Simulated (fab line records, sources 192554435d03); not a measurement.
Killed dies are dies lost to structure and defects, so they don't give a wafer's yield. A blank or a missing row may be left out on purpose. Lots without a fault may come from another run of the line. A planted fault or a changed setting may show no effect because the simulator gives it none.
Chamber matching | flow n5_finfet | N5_SDB_STRIP_21 on rie_diel-06: 4 sister chambers
The step strips in CF4. 4 wafers are shown with their chamber, then 8 later ones without.

WAFERS WITH THEIR CHAMBER
wafer  | chamber | oes_product_au (a.u.)
L082.1 | 2       | 0.73
L086.2 | 3       | 0.90
L086.3 | 0       | 0.68
L088.1 | 1       | 0.67

WAFERS WITHOUT THEIR CHAMBER
wafer  | oes_product_au (a.u.)
L088.4 | 0.89
L088.6 | 0.68
L091.2 | 0.68
L091.4 | 0.72
L091.6 | 0.68
L092.2 | 0.87
L092.3 | 0.72
L092.5 | 0.67

WHICH CHAMBER EACH WENT THROUGH
wafer  | from the rows above     | in truth
L088.4 | 3                       | 3
L088.6 | can't be placed: 0 or 1 | 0
L091.2 | can't be placed: 0 or 1 | 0
L091.4 | 2                       | 2
L091.6 | can't be placed: 0 or 1 | 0
L092.2 | 3                       | 3
L092.3 | 2                       | 2
L092.5 | can't be placed: 1 or 0 | 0
Placed correctly: 4 of 8. Can't be placed from these rows: 4 (the true chamber is among the candidates in 4). Placed wrongly: 0.
How it was worked out, from the rows above alone: a wafer's distance from a chamber is the root of the sum, over the readings, of the square of ((its reading less the chamber's mean) divided by the reading's scatter). The wafer belongs to the nearest chamber; if the next one is less than 2 further off, it can't be placed. A chamber's mean is the mean of its shown wafers. The scatter: with one shown wafer a chamber, the root of the mean of the squares of how far each hidden wafer lies from its nearest shown one.
